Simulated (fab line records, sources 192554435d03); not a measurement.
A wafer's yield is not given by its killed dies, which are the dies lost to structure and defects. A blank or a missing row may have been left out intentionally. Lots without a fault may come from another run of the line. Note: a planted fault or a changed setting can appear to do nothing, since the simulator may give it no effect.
Split-lot trial / flow n5 finfet / route with 1938 steps; 7 lots, 21 wafers read

== THE SPLIT ==
At N5_BEOL_M5_COAT_22 (resist thk 30 nm), the setting spin rpm was moved away from the recipe's 1500 rpm on 8 of the 21 wafers read, by -9.3% to +5.1%. This setting was run at the recipe's value on the other wafers.

== FROM THE SPLIT TO THE READING: what the file shows between them, 3 steps ==
- N5_BEOL_M5_EXPOSE_25: exposes mask V4, defocus 10 nm (also split here: dose mj)
- N5_BEOL_M5_PEB_26: peb time 60 s
- N5_BEOL_M5_DEVELOP_27: develop time 30 s

== THE READING ==
CAR-EUV_of_BEOL_M5_COAT_22.thk nm (the simulator's own value, which no gauge read), in nm, at N5_BEOL_M5_DESCUM_33 (chemistry O2, time 7 s). No usual value for it is given in the file. The 13 wafers here that ran the recipe average 26.0 nm, standard deviation 0.084 nm.

wafer=L077.3; tool, chamber at the split=litho track-01, 0; spin rpm as run, rpm=1577; against the recipe=+5.1%; CAR-EUV_of_BEOL_M5_COAT_22.thk nm, nm=25.4; against lot-mates on the recipe=-0.8
wafer=L077.6; tool, chamber at the split=litho track-01, 0; spin rpm as run, rpm=1577; against the recipe=+5.1%; CAR-EUV_of_BEOL_M5_COAT_22.thk nm, nm=25.4; against lot-mates on the recipe=-0.8
wafer=L077.5; tool, chamber at the split=litho track-01, 0; spin rpm as run, rpm=1500; against the recipe=recipe; CAR-EUV_of_BEOL_M5_COAT_22.thk nm, nm=26.2; against lot-mates on the recipe=-
wafer=L079.4; tool, chamber at the split=litho track-05, 0; spin rpm as run, rpm=1500; against the recipe=recipe; CAR-EUV_of_BEOL_M5_COAT_22.thk nm, nm=26; against lot-mates on the recipe=-
wafer=L079.5; tool, chamber at the split=litho track-05, 0; spin rpm as run, rpm=1500; against the recipe=recipe; CAR-EUV_of_BEOL_M5_COAT_22.thk nm, nm=26; against lot-mates on the recipe=-
wafer=L079.6; tool, chamber at the split=litho track-05, 0; spin rpm as run, rpm=1500; against the recipe=recipe; CAR-EUV_of_BEOL_M5_COAT_22.thk nm, nm=26; against lot-mates on the recipe=-
wafer=L080.4; tool, chamber at the split=litho track-01, 0; spin rpm as run, rpm=1500; against the recipe=recipe; CAR-EUV_of_BEOL_M5_COAT_22.thk nm, nm=26; against lot-mates on the recipe=-
wafer=L080.5; tool, chamber at the split=litho track-01, 0; spin rpm as run, rpm=1500; against the recipe=recipe; CAR-EUV_of_BEOL_M5_COAT_22.thk nm, nm=26; against lot-mates on the recipe=-
wafer=L080.6; tool, chamber at the split=litho track-01, 0; spin rpm as run, rpm=1500; against the recipe=recipe; CAR-EUV_of_BEOL_M5_COAT_22.thk nm, nm=26; against lot-mates on the recipe=-
wafer=L084.2; tool, chamber at the split=litho track-01, 0; spin rpm as run, rpm=1500; against the recipe=recipe; CAR-EUV_of_BEOL_M5_COAT_22.thk nm, nm=26; against lot-mates on the recipe=-
wafer=L084.3; tool, chamber at the split=litho track-01, 0; spin rpm as run, rpm=1500; against the recipe=recipe; CAR-EUV_of_BEOL_M5_COAT_22.thk nm, nm=26; against lot-mates on the recipe=-
wafer=L084.6; tool, chamber at the split=litho track-01, 0; spin rpm as run, rpm=1458; against the recipe=-2.8%; CAR-EUV_of_BEOL_M5_COAT_22.thk nm, nm=26.6; against lot-mates on the recipe=+0.6
wafer=L085.2; tool, chamber at the split=litho track-01, 0; spin rpm as run, rpm=1548; against the recipe=+3.2%; CAR-EUV_of_BEOL_M5_COAT_22.thk nm, nm=25.6; against lot-mates on the recipe=-0.6
wafer=L085.3; tool, chamber at the split=litho track-01, 0; spin rpm as run, rpm=1500; against the recipe=recipe; CAR-EUV_of_BEOL_M5_COAT_22.thk nm, nm=26.2; against lot-mates on the recipe=-
wafer=L085.5; tool, chamber at the split=litho track-01, 0; spin rpm as run, rpm=1500; against the recipe=recipe; CAR-EUV_of_BEOL_M5_COAT_22.thk nm, nm=26.2; against lot-mates on the recipe=-
wafer=L087.1; tool, chamber at the split=litho track-05, 0; spin rpm as run, rpm=1360; against the recipe=-9.3%; CAR-EUV_of_BEOL_M5_COAT_22.thk nm, nm=27.6; against lot-mates on the recipe=+1.6
wafer=L087.3; tool, chamber at the split=litho track-05, 0; spin rpm as run, rpm=1360; against the recipe=-9.3%; CAR-EUV_of_BEOL_M5_COAT_22.thk nm, nm=27.6; against lot-mates on the recipe=+1.6
wafer=L087.6; tool, chamber at the split=litho track-05, 0; spin rpm as run, rpm=1500; against the recipe=recipe; CAR-EUV_of_BEOL_M5_COAT_22.thk nm, nm=26; against lot-mates on the recipe=-
wafer=L097.1; tool, chamber at the split=litho track-04, 0; spin rpm as run, rpm=1571; against the recipe=+4.7%; CAR-EUV_of_BEOL_M5_COAT_22.thk nm, nm=25.4; against lot-mates on the recipe=-0.6
wafer=L097.3; tool, chamber at the split=litho track-04, 0; spin rpm as run, rpm=1571; against the recipe=+4.7%; CAR-EUV_of_BEOL_M5_COAT_22.thk nm, nm=25.6; against lot-mates on the recipe=-0.4
wafer=L097.5; tool, chamber at the split=litho track-04, 0; spin rpm as run, rpm=1500; against the recipe=recipe; CAR-EUV_of_BEOL_M5_COAT_22.thk nm, nm=26; against lot-mates on the recipe=-

FIT RESULTS
A straight line over all 21 wafers: CAR-EUV_of_BEOL_M5_COAT_22.thk nm changes by -0.151 nm for each +1% of spin rpm; r = -0.98; the points scatter about the line by 0.11 nm.
The same after taking each lot's own level away (the mean of its wafers on the recipe; 21 wafers): -0.16 nm for each +1%; r = -0.99; scatter 0.096 nm.
That fit puts the effect of the largest move of spin rpm on the reading at 1.5 nm.
The lots' own levels span 26.00 to 26.20 nm, that is 2.4 times the standard deviation above.
Consequently the slope shifts little with the lot-to-lot level, the two slopes agreeing.
Check: with one of the wafers moved furthest among these (-9.3%) left out of the fit, the line predicts +1.5 nm for it against its lot-mates. It came out at +1.6 nm against them.

== THE OTHER SPLITS THESE WAFERS WENT THROUGH ==
Before the reading, these wafers also passed through other splits. Each is held against what the fit with the lots' levels taken away leaves over:
other split on the same wafers=N5_BEOL_M4_COAT_67 spin rpm; wafers away from the commonest value=9; r with CAR-EUV_of_BEOL_M5_COAT_22.thk nm (lot level and that fit taken away)=-0.32
other split on the same wafers=N5_BEOL_M4_VIA_ETCH_34 source w; wafers away from the commonest value=10; r with CAR-EUV_of_BEOL_M5_COAT_22.thk nm (lot level and that fit taken away)=+0.13
other split on the same wafers=N5_BEOL_M4_TRENCH_ETCH_37 bias w; wafers away from the commonest value=7; r with CAR-EUV_of_BEOL_M5_COAT_22.thk nm (lot level and that fit taken away)=-0.13
other split on the same wafers=N5_BEOL_M5_EXPOSE_25 dose mj; wafers away from the commonest value=5; r with CAR-EUV_of_BEOL_M5_COAT_22.thk nm (lot level and that fit taken away)=-0.20

== THE WHOLE CHAIN: every reading that the file lists as answering this split, in the file's order ==
step=N5_BEOL_M5_COAT_22; what it does=resist thk 30 nm; reading=CAR-EUV_of_BEOL_M5_COAT_22.thk nm (the simulator's own value, which no gauge read); change (the file's fit)=-0.154 nm for each +1% of the setting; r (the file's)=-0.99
step=N5_BEOL_M5_DESCUM_33; what it does=chemistry O2, time 7 s; reading=CAR-EUV_of_BEOL_M5_COAT_22.thk nm (the simulator's own value, which no gauge read); change (the file's fit)=-0.162 nm for each +1% of the setting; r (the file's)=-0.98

== FILE'S OWN FIT ==
CAR-EUV_of_BEOL_M5_COAT_22.thk nm changes by -0.162 nm for each +1% of spin rpm, r = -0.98.
